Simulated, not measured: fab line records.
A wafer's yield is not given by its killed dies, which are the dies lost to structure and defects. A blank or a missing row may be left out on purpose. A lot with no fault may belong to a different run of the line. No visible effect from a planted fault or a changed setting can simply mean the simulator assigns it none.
Chamber matching	flow n5_finfet	rie_diel-01 running N5_BEOL_M7_ETCH_65: 4 sister chambers
The step etches SiARC in CF4, target depth 15.6 nm, time 26 s. 4 wafers are shown with their chamber, then 7 later ones without.

## WAFERS WITH THEIR CHAMBER
wafer	chamber	showerhead_plenum_p_Torr (Torr)
L078.5	3	2.19
L081.1	0	2.08
L082.2	1	2.10
L082.3	2	2.08

## WAFERS WITH NO CHAMBER GIVEN
wafer	showerhead_plenum_p_Torr (Torr)
L082.4	2.19
L091.2	2.18
L091.3	2.10
L091.5	2.18
L097.2	2.18
L097.3	2.07
L097.6	2.07

## WHICH CHAMBER EACH ONE RAN IN
wafer	from the rows above	in truth
L082.4	3	3
L091.2	3	3
L091.3	1	1
L091.5	3	3
L097.2	3	3
L097.3	can't be placed: 0 or 2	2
L097.6	can't be placed: 0 or 2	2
Correctly placed: 5 of 7. Unplaceable from these rows: 2, with the true chamber sitting among the candidates in 2. Wrongly placed: 0.
How it was worked out, from the rows above alone: a wafer's distance from a chamber is the root of the sum, over the readings, of the square of ((its reading less the chamber's mean) divided by the reading's scatter). If the next closest chamber is less than 2 further off than the closest, the wafer can't be placed; otherwise it belongs to the closest. Each chamber's mean is taken over the wafers shown for it. The scatter: with one shown wafer a chamber, the root of the mean of the squares of how far each hidden wafer lies from its nearest shown one.
